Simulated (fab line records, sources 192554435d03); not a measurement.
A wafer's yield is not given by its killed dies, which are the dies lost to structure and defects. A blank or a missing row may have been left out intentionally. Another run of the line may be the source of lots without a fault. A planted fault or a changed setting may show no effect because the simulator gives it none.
Chamber matching | flow n5 finfet | N5_BEOL_M5_DESCUM_16 on rie diel-04 has 4 sister chambers
The step chemistry O2, time 7 s. 4 wafers are shown with their chamber, then 12 later ones without.

EACH WAFER AND ITS CHAMBER
wafer  | chamber | drypump motor current A (A)
L082.1 | 3       | 5.6
L085.4 | 0       | 5.8
L076.4 | 2       | 5.2
L076.6 | 1       | 6.3

WAFERS MISSING THEIR CHAMBER
wafer  | drypump motor current A (A)
L091.2 | 6.3
L091.5 | 5.3
L091.6 | 5.7
L094.1 | 6.3
L094.2 | 5.6
L094.3 | 5.2
L094.4 | 5.8
L094.5 | 5.8
L094.6 | 6.3
L096.2 | 5.2
L096.5 | 6.3
L096.6 | 5.8

THE CHAMBER EACH PASSED THROUGH
wafer  | from the rows above     | in truth
L091.2 | 1                       | 1
L091.5 | 2                       | 2
L091.6 | can't be placed: 0 or 3 | 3
L094.1 | 1                       | 1
L094.2 | 3                       | 3
L094.3 | 2                       | 2
L094.4 | 0                       | 0
L094.5 | 0                       | 0
L094.6 | 1                       | 1
L096.2 | 2                       | 2
L096.5 | 1                       | 1
L096.6 | 0                       | 0
11 of 12 placed correctly. Not placeable from these rows: 1 (in 1, the candidates include the true chamber). Placed wrongly: 0.
How it was worked out, from the rows above alone: a wafer's distance from a chamber is the root of the sum, over the readings, of the square of ((its reading less the chamber's mean) divided by the reading's scatter). If the next closest chamber is less than 2 further off than the closest, the wafer can't be placed; otherwise it belongs to the closest. The mean given for a chamber averages the wafers shown for that chamber. The scatter: with one shown wafer a chamber, the root of the mean of the squares of how far each hidden wafer lies from its nearest shown one.
